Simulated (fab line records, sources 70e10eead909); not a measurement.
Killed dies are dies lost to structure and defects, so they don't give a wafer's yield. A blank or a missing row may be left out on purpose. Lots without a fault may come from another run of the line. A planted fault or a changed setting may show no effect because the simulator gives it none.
fab line records | flow nand_harc | part 1 of 2: steps 1 to 26 of 36
record lots=5 wafers=15 last_day=33
route steps=1302 shown P_M2@345 P_BONDPAD@351
lots that met no fault: from a run of the same line without faults
start_h: hours from the record's first day to the start of the lot's first wafer shown | wait_h: hours since the lot's step before | " the same as in the row above | L1.1+2: a row that stands for several wafers | - no value, or no start given | * or withheld: withheld | < > ~ a bound
route shown NAME@n: a module of which the file shows steps, and the number in the route of the first | usual: mean/standard deviation of fault-free wafers | same: alike in all rows | chamber/n: place in a boat | sites: the reading at each site | _std_site: their standard deviation | _edge_site: outer sites' mean less inner sites' | radius_mm: how far each site lies from the wafer's centre | mask NAME#n: copy n | behind: the tool/chamber that last shaped the wafer | hold: why the lot was held/for how many hours/how that ended | device: the transistor (n, p or np) that didn't switch | end of line: the same wafers' tests at the end of the route | a step without rows: its recipe alone | killed: dies lost to structure and defects at the first sort, not the wafer's yield | map: a wafer's dies, x killed, . not, _ none there
set.NAME: the setting as run; set.NAME@STEP: as run at that earlier step | model.NAME: the simulator's own value behind a step, which no gauge read
lots at some steps of the route; a table a step, a row a wafer
services: from which hour (start_h, from the record's first day; less than 0 if before it) a tool's chamber was out of use, for how many hours, and why
## steps
# step NHARC_P_M2_THK_MEAS_24
# recipe thk_meas_gauge=xrf
# usual thk_nm=144.4/1.4
# columns lot.wafer tool chamber start_h wait_h thk_nm
L075.1 film_metro-02 - 144.17 - 143.7
L075.4 " - " " 144.0
L075.5 " - " " 145.1
L077.2 film_metro-02 - 160.50 - 145.3
L077.4 " - " " 144.0
L077.5 " - " " 148.0
L083.4 film_metro-02 - 226.07 - 146.5
L083.5 " - " " 143.6
L083.6 " - " " 142.6
L084.3 film_metro-01 - 236.43 - 144.5
L084.4 " - " " 143.5
L084.6 " - " " 143.4
L095.3 film_metro-02 - 339.69 - 145.0
L095.5 " - " " 145.6
L095.6 " - " " 143.8
# step NHARC_P_M2_SRD_25
# columns lot.wafer tool chamber start_h wait_h
L075.4+1+5 wet_bench-10 4,5,0 144.21 0.0
L077.2+4+5 wet_bench-10 3,6,0 160.54 0.0
L083.4+6+5 wet_bench-08 0,1,2 226.12 0.0
L084.4+6+3 wet_bench-10 1,2,3 236.47 0.0
L095.6+3+5 wet_bench-10 1,3,6 339.73 0.0
# step NHARC_P_M2_INSPECT_27
# usual raw_defect_count=302/110
# columns lot.wafer tool chamber start_h wait_h raw_defect_count
L075.1 defect_inspect-02 - 144.32 0.0 269
L075.4 " - " " 190
L075.5 " - " " 197
L077.2 defect_inspect-02 - 160.65 0.0 413
L077.4 " - " " 431
L077.5 " - " " 291
L083.4 defect_inspect-01 - 226.23 0.0 257
L083.5 " - " " 308
L083.6 " - " " 346
L084.3 defect_inspect-01 - 236.58 0.0 263
L084.4 " - " " 248
L084.6 " - " " 366
L095.3 defect_inspect-02 - 339.85 0.0 363
L095.5 " - " " 295
L095.6 " - " " 165
# step NHARC_P_M2_PRE_CLEAN_32
# recipe time_s=12 temp_c=370 rf_power_w=300 gas=NH3
# usual heater_power_w=594/90 susceptor_temp_C=370.00/0.21
# columns lot.wafer tool chamber start_h wait_h heater_power_w susceptor_temp_C
L075.1 pecvd-01 0 144.42 0.1 637 369.95
L075.5 " 2 " " 722 370.14
L075.4 " 0 " " 628 370.22
L077.2 pecvd-04 1 160.73 0.1 588 370.43
L077.4 " 1 " " 578 370.05
L077.5 " 2 " " 554 369.77
L083.5 pecvd-02 2 226.33 0.1 682 370.06
L083.6 " 0 " " 401 369.91
L083.4 " 1 " " 672 370.11
L084.3 pecvd-04 1 236.66 0.1 627 369.80
L084.4 " 0 " " 571 370.20
L084.6 " 1 " " 615 369.81
L095.3 pecvd-02 1 339.93 0.1 584 369.76
L095.5 " 1 " " 608 369.82
L095.6 " 2 " " 752 370.39
# step NHARC_P_M2_DEP_33
# recipe target_thk_a=300 temp_c=370 target_thk_nm=30 pressure_torr=3 flow_sccm=200 rf_w=450 material=SiCN
# usual heater_power_w=553/80 showerhead_vpp_V=1296/44 susceptor_temp_C=369.97/0.21
# columns lot.wafer tool chamber start_h wait_h heater_power_w showerhead_vpp_V susceptor_temp_C
L075.1 pecvd-01 0 144.56 0.1 594 1242 370.02
L075.5 " 2 " " 660 1264 370.68
L075.4 " 0 " " 587 1242 369.68
L077.2 pecvd-04 1 160.84 0.1 535 1282 370.37
L077.4 " 1 " " 538 1256 370.30
L077.5 " 2 " " 621 1272 369.87
L083.5 pecvd-02 2 226.50 0.2 707 1308 370.16
L083.6 " 0 " " 427 1366 370.14
L083.4 " 1 " " 605 1343 369.92
L084.3 pecvd-04 1 236.77 0.1 537 1264 369.43
L084.4 " 0 " " 552 1228 370.36
L084.6 " 1 " " 534 1270 369.79
L095.3 pecvd-02 1 340.04 0.1 597 1360 369.73
L095.5 " 1 " " 610 1358 370.06
L095.6 " 2 " " 671 1323 370.32
# step NHARC_P_BONDPAD_DEP_00
# recipe target_thk_a=2500 temp_c=370 target_thk_nm=250 pressure_torr=3 flow_sccm=200 rf_w=450 material=SiCN
# usual heater_power_w=555/86 showerhead_vpp_V=1299/45 susceptor_temp_C=370.00/0.2
# columns lot.wafer tool chamber start_h wait_h heater_power_w showerhead_vpp_V susceptor_temp_C
L075.1 pecvd-02 1 144.93 - 575 1352 370.24
L075.4 " 1 " " 584 1366 370.16
L075.5 " 2 " " 682 1312 369.68
L077.2 pecvd-02 1 161.21 - 607 1349 370.43
L077.5 " 1 " " 586 1339 370.27
L077.4 " 2 " " 681 1299 370.11
L083.6 pecvd-02 0 - - 373 1399 369.75
L083.5 " 1 " " 508 1347 370.22
L083.4 " 2 " " 643 1321 369.71
L084.3 pecvd-04 1 - - 540 1286 369.90
L084.6 " 2 " " 588 1276 370.13
L084.4 " 0 " " 542 1230 370.08
L095.3 pecvd-04 1 340.45 - 538 1250 370.11
L095.5 " 0 " " 548 1247 370.13
L095.6 " 1 " " 546 1262 370.19
# step NHARC_P_BONDPAD_CMP_32
# recipe target_thk_nm=200 material=SiCN
# usual motor_current_A=11.3/1.3 slurry_filter_dp_kPa=13.48/0.15
# columns lot.wafer tool chamber start_h wait_h motor_current_A slurry_filter_dp_kPa
L075.1 cmp-02 2 145.32 - 12.4 13.44
L075.4 " 3 " " 11.4 13.48
L075.5 " 1 " " 13.6 13.66
L077.4 cmp-04 1 161.65 - 11.9 13.32
L077.2 " 2 " " 13.6 13.78
L077.5 " 0 " " 12.3 13.53
L083.4 cmp-01 0 227.20 - 10.2 13.55
L083.6 " 3 " " 10.6 13.53
L083.5 " 0 " " 9.5 13.49
L084.3 cmp-04 0 237.57 - 11.9 13.38
L084.4 " 1 " " 11.3 13.43
L084.6 " 0 " " 12.1 13.74
L095.3 cmp-04 1 340.89 - 11.7 13.46
L095.5 " 2 " " 14.0 13.44
L095.6 " 3 " " 10.8 13.40
# step NHARC_P_BONDPAD_THK_MEAS_33
# recipe thk_meas_gauge=ellipsometry
# usual thk_nm=200.1/1.4
# columns lot.wafer tool chamber start_h wait_h thk_nm
L075.1 film_metro-01 - 145.54 0.2 200.7
L075.4 " - " " 200.1
L075.5 " - " " 201.1
L077.2 film_metro-01 - 161.87 0.2 201.2
L077.4 " - " " 199.9
L077.5 " - " " 199.5
L083.4 film_metro-01 - 227.43 0.2 199.0
L083.5 " - " " 200.5
L083.6 " - " " 201.0
L084.3 film_metro-02 - 237.80 0.2 200.5
L084.4 " - " " 198.1
L084.6 " - " " 197.8
L095.3 film_metro-02 - 341.07 0.2 200.0
L095.5 " - " " 199.6
L095.6 " - " " 200.2
# step NHARC_P_BONDPAD_SRD_34
# columns lot.wafer tool chamber start_h wait_h
L075.4+5+1 wet_bench-08 1,2,4 145.58 0.0
L077.2+4+5 wet_bench-08 4,5,7 161.91 0.0
L083.4+5+6 wet_bench-10 0,3,4 227.47 0.0
L084.4+3+6 wet_bench-10 1,2,4 237.85 0.0
L095.5+3+6 wet_bench-10 3,4,5 341.11 0.0
# step NHARC_P_BONDPAD_DEHYDRATE_01
# recipe temp_c=150 time_s=120
# columns lot.wafer tool chamber start_h wait_h
L075.1+4+5 litho_track-03 0 145.66 0.1
L077.2+4+5 litho_track-02 0 162.00 0.1
L083.4+5+6 litho_track-03 0 227.56 0.1
L084.3+4+6 litho_track-05 0 237.92 0.1
L095.3+5+6 litho_track-05 0 341.19 0.1
# step NHARC_P_BONDPAD_HMDS_02
# recipe time_s=30
# columns lot.wafer tool chamber start_h wait_h
L075.1+4+5 litho_track-03 0 - -
L077.2+4+5 litho_track-02 0 - -
L083.4+5+6 litho_track-03 0 - -
L084.3+4+6 litho_track-05 0 - -
L095.3+5+6 litho_track-05 0 - -
# step NHARC_P_BONDPAD_COAT_36
# recipe temp_c=200 time_s=65
# columns lot.wafer tool chamber start_h wait_h
L075.1+4+5 litho_track-03 0 - -
L077.2+4+5 litho_track-02 0 - -
L083.4+5+6 litho_track-03 0 - -
L084.3+4+6 litho_track-05 0 - -
L095.3+5+6 litho_track-05 0 - -
# step NHARC_P_BONDPAD_COAT_03
# recipe spin_rpm=2000 resist_thk_nm=600
# columns lot.wafer tool chamber start_h wait_h
L075.1+4+5 litho_track-03 0 - -
L077.2+4+5 litho_track-02 0 - -
L083.4+5+6 litho_track-03 0 - -
L084.3+4+6 litho_track-05 0 - -
L095.3+5+6 litho_track-05 0 - -
# step NHARC_P_BONDPAD_SOFTBAKE_04
# recipe temp_c=125 time_s=70
# columns lot.wafer tool chamber start_h wait_h
L075.1+4+5 litho_track-03 0 - -
L077.2+4+5 litho_track-02 0 - -
L083.4+5+6 litho_track-03 0 - -
L084.3+4+6 litho_track-05 0 - -
L095.3+5+6 litho_track-05 0 - -
# step NHARC_P_BONDPAD_EBR_05
# columns lot.wafer tool chamber start_h wait_h
L075.1+4+5 litho_track-03 0 - -
L077.2+4+5 litho_track-02 0 - -
L083.4+5+6 litho_track-03 0 - -
L084.3+4+6 litho_track-05 0 - -
L095.3+5+6 litho_track-05 0 - -
# step NHARC_P_BONDPAD_EXPOSE_06
# recipe na=0.55 dose_mj=37.06 mask_id=P_BPAD
# columns lot.wafer tool chamber start_h wait_h mask
L075.1+4+5 krf_scanner-03 0 145.95 - P_BPAD#0
L077.2+4+5 krf_scanner-04 0 162.17 - P_BPAD#0
L083.4+5+6 krf_scanner-04 0 227.74 - P_BPAD#0
L084.3+4+6 krf_scanner-03 0 238.22 - P_BPAD#0
L095.3+5+6 krf_scanner-01 0 341.36 - P_BPAD#0
# step NHARC_P_BONDPAD_PEB_07
# recipe peb_temp_c=128 peb_time_s=80
# columns lot.wafer tool chamber start_h wait_h
L075.1+4+5 litho_track-02 0 146.02 0.1
L077.2+4+5 litho_track-02 0 162.23 0.1
L083.4+5+6 litho_track-05 0 227.79 0.0
L084.3+4+6 litho_track-02 0 238.29 0.1
L095.3+5+6 litho_track-03 0 341.42 0.1
# step NHARC_P_BONDPAD_DEVELOP_08
# recipe time_s=50 dev_temp_c=22
# columns lot.wafer tool chamber start_h wait_h
L075.1+4+5 litho_track-02 0 - -
L077.2+4+5 litho_track-02 0 - -
L083.4+5+6 litho_track-05 0 - -
L084.3+4+6 litho_track-02 0 - -
L095.3+5+6 litho_track-03 0 - -
# step NHARC_P_BONDPAD_CD_MEAS_09
# recipe target_cd_nm=500 landing_energy_ev=500
# usual cd_nm=500.1/1.8
# columns lot.wafer tool chamber start_h wait_h cd_nm
L075.1 cd_sem-02 0 146.10 - 501.8
L075.4 " 0 " " 499.1
L075.5 " 0 " " 501.2
L077.2 cd_sem-02 0 162.32 - 501.9
L077.4 " 0 " " 501.7
L077.5 " 0 " " 499.8
L083.4 cd_sem-01 0 227.88 - 499.5
L083.5 " 0 " " 501.4
L083.6 " 0 " " 499.8
L084.3 cd_sem-02 0 238.38 - 499.5
L084.4 " 0 " " 502.0
L084.6 " 0 " " 500.3
L095.3 cd_sem-02 0 341.51 - 501.4
L095.5 " 0 " " 500.9
L095.6 " 0 " " 501.7
# step NHARC_P_BONDPAD_OVL_MEAS_38
# usual overlay_x_nm=-2/6.2 overlay_y_nm=0/7.1
# columns lot.wafer tool chamber start_h wait_h overlay_x_nm overlay_y_nm
L075.1 overlay-02 - 146.19 - -3 1
L075.4 " - " " -3 1
L075.5 " - " " -3 1
L077.2 overlay-02 - 162.40 - -14 -2
L077.4 " - " " -14 -2
L077.5 " - " " -14 -2
L083.4 overlay-02 - 227.96 - 2 10
L083.5 " - " " 2 11
L083.6 " - " " 2 10
L084.3 overlay-02 - 238.48 - -11 0
L084.4 " - " " -11 0
L084.6 " - " " -12 0
L095.3 overlay-02 - 341.60 - -2 -6
L095.5 " - " " -1 -7
L095.6 " - " " -1 -7
# step NHARC_P_BONDPAD_HARDBAKE_10
# recipe temp_c=118 time_s=65
# columns lot.wafer tool chamber start_h wait_h
L075.1+4+5 litho_track-02 0 146.24 0.0
L077.2+4+5 litho_track-05 0 162.45 0.0
L083.4+5+6 litho_track-03 0 228.01 0.1
L084.3+4+6 litho_track-02 0 238.53 0.0
L095.3+5+6 litho_track-03 0 341.65 0.1
# step NHARC_P_BONDPAD_DESCUM_11
# recipe time_s=3 o2_flow_sccm=200 ar_flow_sccm=0 bias_power_w=0 chemistry=O2
# usual drypump_motor_current_A=5.7/0.42 o2_flow_sccm=200.0/0.56 oes_product_au=0.999/0.008 rf_vpp_V=57.6/1 showerhead_plenum_p_Torr=1.87/0.09 throttle_valve_pct=11.311/0.0085
# columns lot.wafer tool chamber start_h wait_h drypump_motor_current_A o2_flow_sccm oes_product_au rf_hours_counter_h rf_vpp_V showerhead_plenum_p_Torr throttle_valve_pct
L075.1 rie_diel-03 1 146.32 - 5.3 201.0 0.999 2.5 57.9 1.80 11.304
L075.4 " 0 " " 5.5 200.0 0.999 2.2 58.9 1.90 11.303
L075.5 " 2 " " 5.9 199.9 0.984 - 56.5 1.78 11.298
L077.2 rie_diel-03 1 162.52 - 5.3 199.9 1.002 2.7 56.9 1.80 11.291
L077.4 " 0 " " 5.5 199.9 1.005 2.4 57.5 1.90 11.333
L077.5 " 2 " " 5.9 199.6 0.983 - 56.6 1.78 11.324
L083.4 rie_diel-06 0 228.12 - 5.2 200.7 1.004 - 57.9 1.79 11.303
L083.6 " 2 " " 5.6 200.1 1.014 - 59.9 2.07 11.322
L083.5 " 3 " " 6.0 199.7 1.009 - 58.5 1.82 11.303
L084.3 rie_diel-03 0 238.61 - 5.5 200.4 0.988 8.6 56.5 1.90 11.294
L084.4 " 1 " " 5.3 200.6 1.012 7.1 57.2 1.79 11.321
L084.6 " 3 " " 6.0 200.9 0.986 - 56.5 1.85 11.298
L095.3 rie_diel-06 3 341.73 - 6.0 200.3 0.999 1.1 55.9 1.82 11.320
L095.6 " 3 " " 6.0 198.5 1.001 - 56.5 1.82 11.311
L095.5 " 0 " " 5.1 200.8 1.014 - 57.4 1.79 11.308
# step NHARC_P_BONDPAD_ETCH_37
# recipe target_depth_a=600 overetch_a=180 time_s=65.91 ion_energy_ev=200 n2_flow_sccm=150 h2_flow_sccm=150 ar_flow_sccm=0 rf_w=400 bias_w=150 chemistry=N2/H2
# usual drypump_motor_current_A=5.7/0.41 oes_product_au=0.999/0.0091 rf_vpp_V=429.1/2.8 showerhead_plenum_p_Torr=1.99/0.1 throttle_valve_pct=14.171/0.0081
# columns lot.wafer tool chamber start_h wait_h drypump_motor_current_A oes_product_au rf_hours_counter_h rf_vpp_V showerhead_plenum_p_Torr throttle_valve_pct
L075.1 rie_diel-03 2 146.40 0.1 5.9 0.979 2.2 426.0 1.89 14.172
L075.4 " 1 " " 5.3 1.003 2.5 427.2 1.91 14.170
L075.5 " 2 " " 5.9 0.975 - 426.3 1.89 14.189
L077.4 rie_diel-03 0 162.62 0.1 5.5 1.002 2.4 429.7 2.03 14.178
L077.2 " 1 " " 5.3 1.009 2.7 425.9 1.91 14.174
L077.5 " 0 " " 5.6 1.011 - 431.4 2.03 14.165
L083.5 rie_diel-06 2 228.21 0.1 5.5 1.011 - 436.2 2.21 14.191
L083.4 " 3 " " 6.0 1.004 - 427.0 1.94 14.171
L083.6 " 0 " " 5.2 1.005 - 427.2 1.90 14.165
L084.4 rie_diel-03 3 238.70 0.1 6.0 0.991 8.1 430.1 1.97 14.175
L084.3 " 0 " " 5.5 0.998 8.6 430.1 2.03 14.178
L084.6 " 2 " " 5.9 0.994 - 426.2 1.89 14.185
L095.3 rie_diel-06 3 341.82 0.1 6.0 1.012 1.1 427.6 1.94 14.163
L095.6 " 2 " " 5.5 0.982 - 435.1 2.21 14.182
L095.5 " 3 " " 6.0 1.008 - 427.6 1.94 14.178
# step NHARC_P_BONDPAD_ETCH_12
# recipe target_depth_a=2000 time_s=100 chf3_flow_sccm=50 o2_flow_sccm=10 ar_flow_sccm=200 rf_w=500 bias_w=200 chemistry=CHF3/O2
# usual chf3_flow_sccm=49.99/0.15 drypump_motor_current_A=5.7/0.43 o2_flow_sccm=10.00/0.031 oes_product_au=0.939/0.022 rf_vpp_V=369.4/2.5 showerhead_plenum_p_Torr=2.35/0.11 throttle_valve_pct=20.573/0.0079
# columns lot.wafer tool chamber start_h wait_h chf3_flow_sccm drypump_motor_current_A o2_flow_sccm oes_product_au rf_hours_counter_h rf_vpp_V showerhead_plenum_p_Torr throttle_valve_pct
L075.4 rie_diel-03 2 - - 49.78 5.9 10.03 0.911 2.3 369.1 2.24 20.561
L075.1 " 0 " " 49.94 5.5 9.97 0.924 2.2 369.6 2.39 20.574
L075.5 " 2 " " 49.79 5.9 10.00 0.912 - 368.0 2.24 20.577
L077.4 rie_diel-03 3 - - 49.97 6.0 9.93 0.917 2.2 371.3 2.33 20.581
L077.2 " 1 " " 49.80 5.3 9.99 0.922 2.7 367.4 2.26 20.576
L077.5 " 3 " " 49.87 6.0 9.95 0.917 - 369.4 2.33 20.578
L083.6 rie_diel-06 2 - - 50.01 5.6 9.99 0.979 - 375.0 2.59 20.579
L083.4 " 3 " " 50.17 6.0 9.97 0.973 - 369.2 2.29 20.580
L083.5 " 0 " " 49.91 5.2 10.00 0.961 - 366.3 2.25 20.578
L084.4 rie_diel-03 3 - - 49.94 6.0 9.97 0.915 8.1 369.0 2.32 20.568
L084.3 " 0 " " 49.80 5.5 10.00 0.923 8.6 369.7 2.39 20.564
L084.6 " 2 " " 49.87 5.9 10.06 0.915 - 366.9 2.24 20.569
L095.3 rie_diel-06 1 - - 50.30 6.5 9.99 0.933 1.0 371.1 2.40 20.563
L095.5 " 1 " " 50.14 6.5 10.00 0.938 - 370.2 2.40 20.571
L095.6 " 2 " " 49.94 5.6 10.03 0.918 - 374.2 2.58 20.565
# step NHARC_P_BONDPAD_CD_MEAS_13
# usual cd_nm=499.7/2
# columns lot.wafer tool chamber start_h wait_h cd_nm
L075.1 cd_sem-03 - 146.63 - 501.1
L075.4 " - " " 497.3
L075.5 " - " " 499.8
L077.2 cd_sem-03 - 162.84 - 501.8
L077.4 " - " " 501.2
L077.5 " - " " 500.2
L083.4 cd_sem-01 - 228.45 - 499.0
L083.5 " - " " 501.2
L083.6 " - " " 500.2
L084.3 cd_sem-03 - 238.92 - 499.7
L084.4 " - " " 502.4
L084.6 " - " " 499.2
L095.3 cd_sem-03 - 342.04 - 501.3
L095.5 " - " " 499.8
L095.6 " - " " 500.8
# step NHARC_P_BONDPAD_STRIP_15
# recipe o2_flow_sccm=500 ar_flow_sccm=0 bias_w=0 chemistry=O2
# usual drypump_motor_current_A=5.8/0.43 o2_flow_sccm=499.9/1.6 oes_product_au=0.998/0.0095 rf_vpp_V=57.7/1 showerhead_plenum_p_Torr=3.50/0.17 throttle_valve_pct=17.037/0.0094
# columns lot.wafer tool chamber start_h wait_h drypump_motor_current_A o2_flow_sccm oes_product_au rf_hours_counter_h rf_vpp_V showerhead_plenum_p_Torr throttle_valve_pct
L075.1 rie_diel-12 1 146.74 0.1 6.2 498.7 0.998 1.9 57.5 3.40 17.038
L075.4 " 2 " " 4.8 500.6 0.990 1.7 57.8 3.65 17.039
L075.5 " 0 " " 5.7 501.9 0.996 - 58.9 3.75 17.036
L077.4 rie_diel-06 2 162.93 0.1 5.6 499.9 1.011 0.4 57.4 3.79 17.038
L077.2 " 3 " " 6.0 498.8 1.013 0.7 57.8 3.37 17.035
L077.5 " 1 " " 6.5 498.6 1.014 - 58.2 3.53 17.032
L083.4 rie_diel-12 0 228.53 0.1 5.6 501.9 0.989 6.3 57.7 3.75 17.029
L083.6 " 3 " " 6.1 499.9 0.998 - 57.6 3.47 17.036
L083.5 " 0 " " 5.7 499.5 0.995 - 56.9 3.75 17.051
L084.3 rie_diel-12 3 238.99 0.1 6.1 501.4 0.985 6.4 57.4 3.47 17.032
L084.4 " 3 " " 6.1 499.4 0.979 - 56.6 3.47 17.040
L084.6 " 1 " " 6.2 501.6 0.994 - 56.6 3.40 17.052
L095.3 rie_diel-12 1 342.15 0.1 6.2 500.1 1.013 2.2 57.7 3.39 17.029
L095.6 " 3 " " 6.1 500.0 1.003 - 57.1 3.47 17.054
L095.5 " 0 " " 5.7 498.4 0.988 - 60.6 3.75 17.032
